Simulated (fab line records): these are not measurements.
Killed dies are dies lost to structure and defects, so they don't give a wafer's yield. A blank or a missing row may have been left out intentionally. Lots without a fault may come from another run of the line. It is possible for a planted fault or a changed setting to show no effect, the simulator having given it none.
fab line records    flow n5_finfet
record lots=15  wafers=45  last_day=18
route steps=1938 shown MOL_CONTACT_COAG@561
lots that met no fault: from a run of the same line without faults
start_h: the number of hours between the record's first day and the start of the first shown wafer of the lot    wait_h: how many hours have passed since the lot's step before this one    " unchanged from the row above    L1.1+2: a row that stands for several wafers    - either no value or no given start    * or withheld: withheld    < > ~ a bound
route shown NAME@n: names a module that has steps shown in the file, with the first one's number in the route    usual: mean/standard deviation taken from wafers without a fault    same: alike in all rows    chamber/n: place in a boat    sites: readings site by site    _std_site: the values' standard deviation    _edge_site: mean of outer sites minus mean of inner sites    radius_mm: how far each site lies from the wafer's centre    mask NAME#n: copy n    behind: the last tool/chamber to shape the wafer    hold: what put the lot on hold/how long, in hours/how the hold closed    device: which transistor (n, p or np) failed to switch    end of line: at the end of the route, the tests of the same wafers    a step given without rows: its recipe and nothing more    killed: count of dies lost to structure and defects at first sort (not the wafer's yield)    map: the dies of a wafer, with x for killed, . for not killed, _ for no die there
set.NAME: the setting the step ran with; set.NAME@STEP: the setting that earlier step ran with    model.NAME: the simulator's own value behind a step, which no gauge read
route steps across a sampled set of lots; one table per step, one row per wafer
services: the hour from which a tool's chamber was out of use, counted from the record's first day as start_h (under 0 if before that day), plus the number of hours and why
## steps
# step N5_MOL_CONTACT_COAG_THK_MEAS_29
# recipe reads=SiNx_of_GATE_CUT_PECVD_57+SiNx_of_GATE_CUT_SAC_CAP_01
# usual MD_CAP_THK=17.92/0.094
lot.wafer  tool           chamber  start_h  wait_h  MD_CAP_THK[nm]
L944.1     film_metro-02  -        110.94   -       17.95
L944.2     "              -        "        "       17.99
L944.6     "              -        "        "       18.00
L943.3     film_metro-02  -        113.15   -       17.91
L943.5     "              -        "        "       18.03
L943.6     "              -        "        "       17.98
L945.4     film_metro-02  -        114.12   -       17.74
L945.5     "              -        "        "       17.75
L945.6     "              -        "        "       17.86
L946.2     film_metro-02  -        121.37   -       18.05
L946.5     "              -        "        "       18.00
L946.6     "              -        "        "       17.96
L947.3     film_metro-02  -        129.79   -       17.88
L947.4     "              -        "        "       18.02
L947.6     "              -        "        "       17.93
L948.2     film_metro-01  -        130.42   -       17.88
L948.3     "              -        "        "       18.05
L948.4     "              -        "        "       17.74
L949.2     film_metro-01  -        137.90   -       18.08
L949.5     "              -        "        "       17.95
L949.6     "              -        "        "       17.93
L950.1     film_metro-01  -        142.58   -       17.93
L950.4     "              -        "        "       17.96
L950.5     "              -        "        "       17.78
L957.1     film_metro-01  -        184.30   -       17.88
L957.5     "              -        "        "       17.78
L957.6     "              -        "        "       17.74
L959.1     film_metro-02  -        196.45   -       18.08
L959.3     "              -        "        "       17.88
L959.4     "              -        "        "       17.88
L961.1     film_metro-02  -        210.52   -       17.84
L961.4     "              -        "        "       17.93
L961.6     "              -        "        "       18.08
L963.1     film_metro-02  -        219.56   -       18.07
L963.5     "              -        "        "       17.92
L963.6     "              -        "        "       17.89
L964.3     film_metro-02  -        223.13   -       17.98
L964.5     "              -        "        "       17.86
L964.6     "              -        "        "       18.02
L965.1     film_metro-02  -        228.20   -       17.90
L965.2     "              -        "        "       17.89
L965.4     "              -        "        "       17.84
L966.2     film_metro-01  -        239.70   -       17.91
L966.3     "              -        "        "       17.98
L966.5     "              -        "        "       17.95
# step N5_MOL_CONTACT_COAG_ETCHBACK_132
# recipe chemistry=CHF3  target=SiO2  target_depth_a=100  time_s=6.7  ion_energy_ev=200  pressure_mtorr=30  source_w=610  bias_w=170  Ar_flow_sccm=200  CHF3_flow_sccm=50
# usual drypump_motor_current_A=5.7/0.42  mfc_ar_sccm=200.0/0.63  oes_product_au=0.79/0.096  rf_vpp_V=526/7.2  showerhead_plenum_p_Torr=2.38/0.089  throttle_valve_pct=18.77/0.23
lot.wafer  tool         chamber  start_h  wait_h  drypump_motor_current_A  mfc_ar_sccm  oes_product_au  rf_hours_counter_h  rf_vpp_V  showerhead_plenum_p_Torr  throttle_valve_pct
L944.1     rie_diel-03  3        112.28   0.1     6.6                      199.7        0.85            50                  534       2.51                      18.53
L944.2     "            1        "        "       5.7                      200.2        0.70            225                 523       2.47                      19.13
L944.6     "            2        "        "       5.7                      199.2        0.69            -                   522       2.26                      19.18
L943.3     rie_diel-01  2        115.09   0.1     5.8                      199.6        0.71            181                 512       2.37                      18.82
L943.5     "            0        "        "       5.5                      200.6        0.75            -                   528       2.48                      18.70
L943.6     "            3        "        "       5.5                      199.7        0.74            -                   526       2.36                      18.66
L945.4     rie_diel-06  1        115.83   0.3     5.5                      200.7        0.70            -                   515       2.33                      18.64
L945.5     "            2        "        "       5.3                      199.4        0.69            -                   536       2.43                      18.77
L945.6     "            0        "        "       6.5                      201.3        0.78            -                   535       2.30                      18.68
L946.2     rie_diel-01  2        123.08   0.1     5.8                      200.6        0.71            183                 513       2.37                      18.83
L946.5     "            2        "        "       5.8                      198.7        0.69            -                   513       2.37                      18.83
L946.6     "            3        "        "       5.5                      199.9        0.73            -                   527       2.36                      18.67
L947.3     rie_diel-01  2        131.16   0.1     5.8                      200.3        0.69            186                 513       2.37                      18.84
L947.4     "            3        "        "       5.5                      199.6        0.74            178                 527       2.36                      18.68
L947.6     "            3        "        "       5.5                      199.8        0.73            -                   525       2.36                      18.68
L948.2     rie_diel-01  2        131.76   0.1     5.8                      199.3        0.71            186                 513       2.37                      18.84
L948.3     "            1        "        "       5.4                      199.8        0.72            199                 521       2.27                      19.22
L948.4     "            3        "        "       5.5                      200.5        0.74            178                 527       2.36                      18.66
L949.2     rie_diel-06  0        139.70   0.1     6.5                      200.6        0.77            116                 535       2.30                      18.69
L949.5     "            3        "        "       5.5                      199.6        0.95            -                   523       2.35                      18.87
L949.6     "            0        "        "       6.5                      200.7        0.76            -                   535       2.30                      18.69
L950.1     rie_diel-03  2        144.58   0.2     5.7                      199.0        0.98            1                   533       2.55                      18.73
L950.4     "            0        "        "       5.3                      199.6        0.73            169                 528       2.28                      18.74
L950.5     "            0        "        "       5.4                      199.8        0.73            -                   526       2.28                      18.74
L957.1     rie_diel-03  3        187.13   0.1     6.6                      199.8        0.82            76                  535       2.50                      18.54
L957.5     "            0        "        "       5.3                      200.0        0.72            -                   527       2.28                      18.77
L957.6     "            3        "        "       6.6                      199.0        0.83            -                   536       2.50                      18.54
L959.1     rie_diel-03  2        197.77   0.1     5.7                      200.0        0.91            19                  532       2.54                      18.75
L959.3     "            3        "        "       6.6                      200.8        0.82            81                  535       2.50                      18.54
L959.4     "            2        "        "       5.7                      201.0        0.91            -                   532       2.54                      18.77
L961.1     rie_diel-06  2        211.83   0.1     5.3                      199.6        0.95            8                   536       2.42                      18.43
L961.4     "            3        "        "       5.6                      199.5        0.88            -                   522       2.34                      18.95
L961.6     "            2        "        "       5.3                      200.0        0.95            -                   535       2.42                      18.42
L963.1     rie_diel-03  0        221.05   0.1     5.3                      200.6        0.71            197                 528       2.27                      18.78
L963.5     "            3        "        "       6.6                      200.3        0.81            -                   535       2.50                      18.56
L963.6     "            1        "        "       5.7                      199.3        1.01            -                   523       2.45                      18.78
L964.3     rie_diel-01  3        224.90   0.1     5.5                      198.3        0.72            209                 527       2.35                      18.73
L964.5     "            0        "        "       5.5                      199.8        0.72            -                   528       2.46                      18.77
L964.6     "            1        "        "       5.3                      198.7        0.70            -                   520       2.26                      19.27
L965.1     rie_diel-03  1        229.84   0.1     5.7                      199.7        1.01            4                   520       2.45                      18.78
L965.2     "            3        "        "       6.6                      199.4        0.80            93                  534       2.50                      18.56
L965.4     "            2        "        "       5.7                      201.1        0.90            30                  532       2.54                      18.77
L966.2     rie_diel-03  0        241.30   0.1     5.4                      200.0        0.71            203                 525       2.27                      18.79
L966.3     "            2        "        "       5.7                      198.9        0.89            33                  531       2.53                      18.79
L966.5     "            0        "        "       5.3                      200.2        0.70            -                   527       2.27                      18.82
# step N5_MOL_CONTACT_COAG_EXPOSE_37
# recipe mask_id=VD  na=0.33  source_shape=annular  sigma_inner=0.3  sigma_outer=0.7  polarization=unpolarized  defocus_nm=0  dose_mj=62
# usual exposure_dose_mJ_cm2=61.87/0.077  focus_offset_nm=0.0/0.56
lot.wafer  tool            chamber  start_h  wait_h  mask  exposure_dose_mJ_cm2  focus_offset_nm
L944.1     euv_scanner-01  0        112.94   -       VD#0  62.01                 0.4
L944.2     "               0        "        "       VD#0  62.07                 -0.9
L944.6     "               0        "        "       VD#0  61.91                 -0.7
L943.3     euv_scanner-01  0        115.81   -       VD#0  61.92                 -0.4
L943.5     "               0        "        "       VD#0  61.84                 -0.4
L943.6     "               0        "        "       VD#0  61.81                 -0.3
L945.4     euv_scanner-02  0        116.67   -       VD#0  61.90                 0.5
L945.5     "               0        "        "       VD#0  61.90                 0.0
L945.6     "               0        "        "       VD#0  61.88                 0.1
L946.2     euv_scanner-02  0        124.74   -       VD#0  61.90                 -0.7
L946.5     "               0        "        "       VD#0  61.85                 0.9
L946.6     "               0        "        "       VD#0  61.87                 -0.3
L947.3     euv_scanner-02  0        131.86   -       VD#0  61.89                 0.3
L947.4     "               0        "        "       VD#0  61.92                 -0.1
L947.6     "               0        "        "       VD#0  61.80                 0.7
L948.2     euv_scanner-02  -        132.43   -       VD#0  -                     -
L948.3     "               -        "        "       VD#0  -                     -
L948.4     "               -        "        "       VD#0  -                     -
L949.2     euv_scanner-02  -        140.38   -       VD#0  -                     -
L949.5     "               -        "        "       VD#0  -                     -
L949.6     "               -        "        "       VD#0  -                     -
L950.1     euv_scanner-02  -        145.24   -       VD#0  -                     -
L950.4     "               -        "        "       VD#0  -                     -
L950.5     "               -        "        "       VD#0  -                     -
L957.1     euv_scanner-02  0        187.80   -       VD#0  61.98                 0.0
L957.5     "               0        "        "       VD#0  61.77                 -0.8
L957.6     "               0        "        "       VD#0  61.86                 -0.5
L959.1     euv_scanner-02  0        198.44   -       VD#0  61.79                 -0.3
L959.3     "               0        "        "       VD#0  61.82                 1.2
L959.4     "               0        "        "       VD#0  61.74                 0.8
L961.1     euv_scanner-02  0        212.50   -       VD#0  61.83                 -0.4
L961.4     "               0        "        "       VD#0  61.77                 0.5
L961.6     "               0        "        "       VD#0  61.83                 -0.4
L963.1     euv_scanner-02  0        221.84   -       VD#0  61.80                 -0.3
L963.5     "               0        "        "       VD#0  61.90                 0.1
L963.6     "               0        "        "       VD#0  61.92                 0.1
L964.3     euv_scanner-01  0        225.71   -       VD#0  61.96                 -0.3
L964.5     "               0        "        "       VD#0  61.97                 -0.2
L964.6     "               0        "        "       VD#0  61.90                 -1.1
L965.1     euv_scanner-01  0        230.51   -       VD#0  61.97                 -0.6
L965.2     "               0        "        "       VD#0  62.00                 -1.2
L965.4     "               0        "        "       VD#0  61.90                 -0.3
L966.2     euv_scanner-01  0        241.99   -       VD#0  61.93                 0.5
L966.3     "               0        "        "       VD#0  61.97                 0.5
L966.5     "               0        "        "       VD#0  61.98                 1.1
# step N5_MOL_CONTACT_COAG_ETCHBACK_134
# recipe chemistry=CHF3  target=SiO2  target_depth_a=100  time_s=6.7  ion_energy_ev=200  pressure_mtorr=30  source_w=610  bias_w=170  Ar_flow_sccm=200  CHF3_flow_sccm=50
# usual drypump_motor_current_A=5.8/0.44  mfc_ar_sccm=199.9/0.6  oes_product_au=0.80/0.099  rf_vpp_V=526/7.5  showerhead_plenum_p_Torr=2.37/0.086  throttle_valve_pct=18.75/0.25
lot.wafer  tool         chamber  start_h  wait_h  drypump_motor_current_A  mfc_ar_sccm  oes_product_au  rf_hours_counter_h  rf_vpp_V  showerhead_plenum_p_Torr  throttle_valve_pct
L944.1     rie_diel-03  2        113.71   0.1     5.7                      200.3        0.68            248                 522       2.26                      19.20
L944.2     "            0        "        "       5.3                      200.2        0.74            160                 527       2.29                      18.72
L944.6     "            0        "        "       5.3                      199.6        0.73            -                   526       2.29                      18.73
L943.3     rie_diel-06  2        116.53   0.1     5.3                      199.6        0.70            231                 536       2.43                      18.79
L943.5     "            2        "        "       5.3                      200.9        0.70            -                   535       2.43                      18.77
L943.6     "            0        "        "       6.5                      199.8        0.79            -                   533       2.30                      18.67
L945.4     rie_diel-03  1        117.29   0.1     5.6                      200.2        0.70            227                 521       2.46                      19.16
L945.5     "            3        "        "       6.6                      199.5        0.86            -                   535       2.51                      18.50
L945.6     "            2        "        "       5.7                      199.9        0.68            -                   524       2.26                      19.19
L946.2     rie_diel-01  2        125.31   0.1     5.8                      199.5        0.71            184                 513       2.37                      18.82
L946.5     "            2        "        "       5.8                      199.4        0.71            -                   514       2.37                      18.84
L946.6     "            3        "        "       5.5                      199.9        0.75            -                   526       2.36                      18.66
L947.3     rie_diel-06  0        132.61   0.1     6.5                      200.3        0.78            113                 535       2.30                      18.69
L947.4     "            3        "        "       5.6                      199.6        0.97            -                   522       2.35                      18.88
L947.6     "            0        "        "       6.5                      200.9        0.79            -                   533       2.30                      18.69
L948.2     rie_diel-06  3        133.00   0.1     5.5                      198.9        0.98            2                   522       2.35                      18.86
L948.3     "            0        "        "       6.5                      198.7        0.78            113                 534       2.30                      18.69
L948.4     "            2        "        "       5.3                      200.9        0.69            -                   537       2.43                      18.80
L949.2     rie_diel-01  2        140.96   0.1     5.8                      199.6        0.70            190                 514       2.37                      18.85
L949.5     "            1        "        "       5.4                      199.5        0.72            -                   522       2.27                      19.22
L949.6     "            0        "        "       5.5                      200.2        0.74            -                   528       2.47                      18.73
L950.1     rie_diel-06  0        146.45   0.1     6.5                      199.2        0.77            119                 533       2.30                      18.68
L950.4     "            3        "        "       5.5                      200.1        0.95            -                   521       2.35                      18.90
L950.5     "            0        "        "       6.5                      200.5        0.77            -                   534       2.30                      18.69
L957.1     rie_diel-06  1        188.63   0.1     5.4                      198.8        0.93            15                  515       2.32                      18.22
L957.5     "            1        "        "       5.5                      199.6        0.92            -                   514       2.32                      18.22
L957.6     "            0        "        "       6.5                      199.7        0.76            -                   534       2.29                      18.71
L959.1     rie_diel-06  1        199.09   0.2     5.4                      200.6        0.91            18                  515       2.32                      18.22
L959.3     "            2        "        "       5.3                      200.2        0.97            3                   536       2.42                      18.42
L959.4     "            3        "        "       5.5                      200.7        0.88            27                  520       2.34                      18.91
L961.1     rie_diel-03  0        213.92   0.1     5.3                      199.4        0.71            195                 526       2.27                      18.80
L961.4     "            3        "        "       6.6                      198.7        0.81            -                   535       2.50                      18.57
L961.6     "            0        "        "       5.3                      200.0        0.71            -                   527       2.27                      18.77
L963.1     rie_diel-01  2        222.42   0.1     5.8                      200.5        0.68            218                 512       2.36                      18.90
L963.5     "            3        "        "       5.5                      200.4        0.72            -                   527       2.35                      18.71
L963.6     "            2        "        "       5.8                      200.0        0.68            -                   513       2.36                      18.89
L964.3     rie_diel-01  2        226.36   0.1     5.8                      200.1        0.68            219                 513       2.36                      18.90
L964.5     "            0        "        "       5.5                      200.3        0.73            -                   528       2.46                      18.79
L964.6     "            1        "        "       5.3                      200.2        0.69            -                   519       2.26                      19.27
L965.1     rie_diel-03  1        231.35   0.2     5.7                      200.8        0.99            5                   520       2.45                      18.79
L965.2     "            0        "        "       5.4                      199.6        0.72            201                 526       2.27                      18.79
L965.4     "            2        "        "       5.8                      200.4        0.89            30                  532       2.53                      18.79
L966.2     rie_diel-01  3        243.00   0.2     5.5                      198.9        0.71            216                 527       2.35                      18.75
L966.3     "            1        "        "       5.4                      199.4        0.68            237                 521       2.26                      19.27
L966.5     "            3        "        "       5.5                      199.3        0.70            -                   528       2.35                      18.73
## services
tool            chamber  start_h  hours  kind
rie_diel-01     1        95.89    7.1    repair
euv_scanner-01  -        108.98   1.0    pm
euv_scanner-02  -        123.72   1.0    pm
rie_diel-06     -        127.09   0.4    repair
rie_diel-03     2        127.13   -      clean
rie_diel-03     2        127.13   -      consumable_replace:focus_ring
rie_diel-03     2        127.13   -      consumable_replace:showerhead
rie_diel-03     2        127.13   11.0   scheduled_down
rie_diel-03     2        127.13   11.0   vent_cycle
euv_scanner-01  -        129.23   83.5   repair
rie_diel-03     2        177.94   5.5    repair
rie_diel-03     1        183.66   -      clean
rie_diel-03     1        183.66   -      consumable_replace:focus_ring
rie_diel-03     1        183.66   31.7   scheduled_down
rie_diel-03     1        183.66   31.7   vent_cycle
euv_scanner-02  -        186.36   0.5    repair
euv_scanner-02  0        189.80   -      calibration
euv_scanner-02  -        193.91   1.0    pm
rie_diel-06     0        200.50   16.6   repair
rie_diel-03     -        205.84   0.2    repair
euv_scanner-01  -        212.76   1.0    pm
euv_scanner-01  -        217.13   5.8    pm
rie_diel-03     2        220.89   7.3    repair
euv_scanner-02  -        232.26   14.8   repair
## key
first_sign step=N5_MOL_CONTACT_COAG_EXPOSE_37  reading=tool_record  direction=missing
effect none on later readings
met_at N5_MOL_CONTACT_COAG_EXPOSE_37
struck_lots L948,L949,L950
later_rows_left_out L948.2,L948.3,L948.4,L949.2,L949.5,L949.6,L950.1,L950.4,L950.5
sort_left_out L948.2,L948.3,L948.4,L949.2,L949.5,L949.6,L950.1,L950.4,L950.5
not_acting_at N5_MOL_CONTACT_COAG_THK_MEAS_29,N5_MOL_CONTACT_COAG_ETCHBACK_132,N5_MOL_CONTACT_COAG_ETCHBACK_134
onset_between 131.86 132.43
fault kind=skipped_step_whole  tool=euv_scanner-02  chamber=-  onset_h=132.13  steps=N5_MOL_CONTACT_COAG_EXPOSE_37  scope=struck_lots_only
# sort_left_out: the simulated sort isn't trusted on such a fault, so these wafers' sort isn't shown, and their yield isn't known
# later_rows_left_out: the simulator's readings of these wafers behind a module that went badly wrong aren't trusted and aren't shown, but for the sort
